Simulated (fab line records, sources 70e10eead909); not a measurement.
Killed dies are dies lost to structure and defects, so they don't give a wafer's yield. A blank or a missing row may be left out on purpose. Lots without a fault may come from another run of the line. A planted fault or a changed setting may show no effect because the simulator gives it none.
Which tool did it? | flow nand_harc | 12 lots, 36 wafers sampled, at 5 steps of a route of 1159

WHAT THE GAUGES READ, wafer by wafer
NHARC_END_SORT_01. Usual: killed_at_array 28, standard deviation 9.1; killed_at_other 0.6, standard deviation 0.87; killed_at_periphery 3.4, standard deviation 2.7; killed_dies 32, standard deviation 9; killed_open 3.2, standard deviation 1.9; killed_short 2.0, standard deviation 1.3.
lot  | measured     | on        | killed_at_array | killed_at_other | killed_at_periphery | killed_dies | killed_open | killed_short | flag
L959 | day 22 05:53 | prober-02 | 35 35 38        | 0 0 1           | 5 9 7               | 40 44 46    | 2 4 7       | 2 1 1        |
L963 | day 23 06:07 | prober-02 | 21 28 26        | 1 0 0           | 0 4 3               | 22 32 29    | 0 1 1       | 3 2 4        |
L970 | day 25 11:58 | prober-02 | 672 672 673     | 1 0 0           | 4 5 4               | 677 677 677 | 5 2 2       | 4 3 4        | OFF
L971 | day 24 12:34 | prober-02 | 673 673 673     | 0 1 0           | 4 3 4               | 677 677 677 | 7 3 6       | 1 3 0        | OFF
L976 | day 26 12:13 | prober-02 | 43 34 25        | 0 0 0           | 1 3 3               | 44 37 28    | 3 4 2       | 4 3 1        |

WHICH TOOL RAN EACH LOT (tool, then ch and the chambers of the sampled wafers, then the start)
lot  | NHARC_A_CHANNEL_HOLE_D1_ETCH_24  | NHARC_A_CHANNEL_HOLE_D1_ETCH_25  | NHARC_A_CHANNEL_FILL_D1_ALD_02   | NHARC_A_CHANNEL_FILL_D1_ETCHBACK_19
L953 | har_etch-01 ch 0,1, day 9 00:22  | har_etch-01 ch 0,1, day 9 01:08  | ald_hk-04 ch 2,3, day 9 07:16    | rie_si-05 ch 0,2,3, day 10 06:36
L957 | har_etch-02 ch 0,1, day 9 09:42  | har_etch-02 ch 0,1, day 9 10:29  | ald_hk-03 ch 1,3, day 9 13:22    | rie_si-04 ch 2,3, day 10 13:49
L958 | har_etch-01 ch 0,1, day 9 10:22  | har_etch-01 ch 0,1, day 9 11:08  | ald_hk-04 ch 0,1,3, day 9 14:26  | rie_si-05 ch 1,2,3, day 10 13:49
L959 | har_etch-01 ch 0,1, day 10 04:08 | har_etch-01 ch 0,1, day 10 04:54 | ald_hk-04 ch 0,1,2, day 10 07:56 | rie_si-04 ch 0,1,3, day 11 12:19
L963 | har_etch-02 ch 0, day 10 12:53   | har_etch-02 ch 0, day 10 13:39   | ald_hk-04 ch 0,1, day 10 17:08   | rie_si-05 ch 0,1, day 11 17:26
L964 | har_etch-01 ch 0,1, day 11 10:09 | har_etch-01 ch 0,1, day 11 10:57 | ald_hk-04 ch 0,3, day 11 13:51   | rie_si-05 ch 2,3, day 12 14:29
L970 | har_etch-02 ch 0,1, day 12 16:01 | har_etch-02 ch 0,1, day 12 16:47 | ald_hk-04 ch 2,3, day 12 19:47   | rie_si-03 ch 0,2, day 13 20:11
L971 | har_etch-01 ch 0,1, day 12 17:00 | har_etch-01 ch 0,1, day 12 17:47 | ald_hk-04 ch 0,1,3, day 12 20:56 | rie_si-05 ch 1,2,3, day 13 20:11
L974 | har_etch-02 ch 0,1, day 13 06:17 | har_etch-02 ch 0,1, day 13 07:03 | ald_hk-03 ch 1,2, day 13 11:47   | rie_si-04 ch 0,1,3, day 14 11:47
L973 | har_etch-01 ch 0,1, day 13 06:43 | har_etch-01 ch 0,1, day 13 07:32 | ald_hk-01 ch 0,1, day 13 11:49   | rie_si-03 ch 0,1, day 14 11:46
L975 | har_etch-01 ch 0,1, day 13 16:26 | har_etch-01 ch 0,1, day 13 17:11 | ald_hk-04 ch 0,1,3, day 13 20:17 | rie_si-05 ch 0,1,3, day 14 20:22
L976 | har_etch-02 ch 1, day 14 04:25   | har_etch-02 ch 1, day 14 05:12   | ald_hk-01 ch 2,3, day 14 08:12   | rie_si-04 ch 1,2, day 15 08:34
- NHARC_A_CHANNEL_HOLE_D1_ETCH_24: etches the open film in C4F8/O2/Ar, time 906.2 s, target depth 1500 nm.
- NHARC_A_CHANNEL_HOLE_D1_ETCH_25: etches the open film in C4F8/O2/Ar, time 1040.2 s, target depth 1500 nm.
- NHARC_A_CHANNEL_FILL_D1_ALD_02: deposits SiO2, target thk 6 nm, pulse time 10 s, ald cycles 60.
- NHARC_A_CHANNEL_FILL_D1_ETCHBACK_19: etches the open film in HBr/Cl2, target depth 5 nm, time 1.7 s.

WHAT THE TOOLS THEMSELVES READ (means of the sampled wafers that have a number; where no wafer has one, the mark that the record gives instead)
NHARC_A_CHANNEL_HOLE_D1_ETCH_24. Usual: drypump_motor_current_A 5.6 A, standard deviation 0.43; showerhead_plenum_p_Torr 3.73 Torr, standard deviation 0.1; throttle_valve_pct 32.234 %, standard deviation 0.0094.
lot  | tool        | drypump_motor_current_A (A) | showerhead_plenum_p_Torr (Torr) | throttle_valve_pct (%) | flag
L953 | har_etch-01 | 5.3                         | 3.71                            | 32.238                 |
L957 | har_etch-02 | 5.6                         | 3.71                            | 32.236                 |
L958 | har_etch-01 | 5.3                         | 3.71                            | 32.233                 |
L959 | har_etch-01 | 5.3                         | 3.70                            | 32.226                 |
L963 | har_etch-02 | 5.9                         | 3.85                            | 32.232                 |
L964 | har_etch-01 | 5.3                         | 3.70                            | 32.228                 |
L970 | har_etch-02 | 5.6                         | 3.69                            | 32.242                 |
L971 | har_etch-01 | 5.6                         | 3.75                            | 32.226                 |
L974 | har_etch-02 | 5.6                         | 3.68                            | 32.242                 |
L973 | har_etch-01 | 5.7                         | 3.74                            | 32.232                 |
L975 | har_etch-01 | 5.7                         | 3.74                            | 32.234                 |
L976 | har_etch-02 | 5.4                         | 3.60                            | 32.241                 |

NHARC_A_CHANNEL_HOLE_D1_ETCH_25. Usual: drypump_motor_current_A 5.6 A, standard deviation 0.43; showerhead_plenum_p_Torr 3.73 Torr, standard deviation 0.1; throttle_valve_pct 32.236 %, standard deviation 0.0083.
lot  | tool        | drypump_motor_current_A (A) | showerhead_plenum_p_Torr (Torr) | throttle_valve_pct (%) | flag
L953 | har_etch-01 | 5.3                         | 3.71                            | 32.230                 |
L957 | har_etch-02 | 5.6                         | 3.71                            | 32.242                 |
L958 | har_etch-01 | 5.3                         | 3.71                            | 32.243                 |
L959 | har_etch-01 | 5.3                         | 3.70                            | 32.240                 |
L963 | har_etch-02 | 5.9                         | 3.85                            | 32.240                 |
L964 | har_etch-01 | 5.3                         | 3.70                            | 32.230                 |
L970 | har_etch-02 | 5.6                         | 3.69                            | 32.229                 |
L971 | har_etch-01 | 5.6                         | 3.74                            | 32.228                 |
L974 | har_etch-02 | 5.6                         | 3.68                            | 32.232                 |
L973 | har_etch-01 | 5.6                         | 3.74                            | 32.237                 |
L975 | har_etch-01 | 5.6                         | 3.74                            | 32.233                 |
L976 | har_etch-02 | 5.4                         | 3.60                            | 32.235                 |

NHARC_A_CHANNEL_FILL_D1_ALD_02. Usual: heater_power_outer_w 272 W, standard deviation 42; heater_power_w 490 W, standard deviation 72; precursor_pulse_height_rel 1.001, standard deviation 0.02.
lot  | tool      | heater_power_outer_w (W) | heater_power_w (W) | precursor_pulse_height_rel | flag
L953 | ald_hk-04 | 299                      | 526                | 0.988                      |
L957 | ald_hk-03 | 264                      | 469                | 1.015                      |
L958 | ald_hk-04 | 266                      | 499                | 1.032                      |
L959 | ald_hk-04 | 274                      | 510                | 1.000                      |
L963 | ald_hk-04 | 258                      | 491                | 1.007                      |
L964 | ald_hk-04 | 267                      | 493                | 0.988                      |
L970 | ald_hk-04 | -                        | -                  | -                          | OFF
L971 | ald_hk-04 | -                        | -                  | -                          | OFF
L974 | ald_hk-03 | 305                      | 540                | 1.011                      |
L973 | ald_hk-01 | 269                      | 458                | 0.988                      |
L975 | ald_hk-04 | 270                      | 504                | 0.978                      |
L976 | ald_hk-01 | 288                      | 498                | 1.008                      |

NHARC_A_CHANNEL_FILL_D1_ETCHBACK_19. Usual: drypump_motor_current_A 5.5 A, standard deviation 0.35; oes_product_au 1.001 a.u., standard deviation 0.011; throttle_valve_pct 26.406 %, standard deviation 0.0097.
lot  | tool      | drypump_motor_current_A (A) | oes_product_au (a.u.) | throttle_valve_pct (%) | flag
L953 | rie_si-05 | 5.4                         | 1.001                 | 26.401                 |
L957 | rie_si-04 | 5.3                         | 1.002                 | 26.403                 |
L958 | rie_si-05 | 5.4                         | 1.009                 | 26.411                 |
L959 | rie_si-04 | 5.7                         | 1.002                 | 26.414                 |
L963 | rie_si-05 | 5.7                         | 0.995                 | 26.404                 |
L964 | rie_si-05 | 5.4                         | 1.020                 | 26.412                 |
L970 | rie_si-03 | 5.6                         | 1.004                 | 26.410                 |
L971 | rie_si-05 | 5.5                         | 1.009                 | 26.415                 |
L974 | rie_si-04 | 5.7                         | 0.992                 | 26.411                 |
L973 | rie_si-03 | 5.6                         | 1.001                 | 26.401                 |
L975 | rie_si-05 | 5.4                         | 1.000                 | 26.408                 |
L976 | rie_si-04 | 5.2                         | 0.988                 | 26.400                 |

THE ANSWER, worked out from the rows above alone
Rule: a lot is off if the mean of its wafers that have a number lies more than 3 standard deviations from the usual mean. A lot without any number at a reading at which 4 lots or more have one is off too. The other lots that the step has rows for count as sound. The gauges are gone through in route order, then the tools' own readings, and for those a lot's mean is taken as printed above. The first step at which some lot is off is used, and at that step the reading that is off furthest; a lot without a number counts as furthest.
Off: L970, L971, at NHARC_END_SORT_01 (killed_dies). Neither off nor sound, because the step has no rows for them: L953, L957, L958, L964, L974, L973, L975.
A tool fits if, at a process step before that reading, it ran every lot that is off, and no sound lot after the first of them. The gauges at NHARC_END_SORT_01 aren't tried: what is off there is off at NHARC_A_CHANNEL_FILL_D1_ALD_02 too, on other tools, and a gauge's error can't cause that. One fits: ald_hk-04 at NHARC_A_CHANNEL_FILL_D1_ALD_02. Its last sound lot is L963 (day 10 17:08), its first lot that is off L970 (day 12 19:47): a fault that began between those two fits.
Blank at NHARC_A_CHANNEL_FILL_D1_ALD_02 on the lots that are off, where sound lots have numbers: heater_power_outer_w, heater_power_w, precursor_pulse_height_rel.

WHAT THE SIMULATOR HAD PUT IN
Skipped step whole: ald_hk-04, from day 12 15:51 on, at NHARC_A_CHANNEL_FILL_D1_ALD_02. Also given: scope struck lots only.
Lots struck among those shown: L971, L970. The rule above found the same.
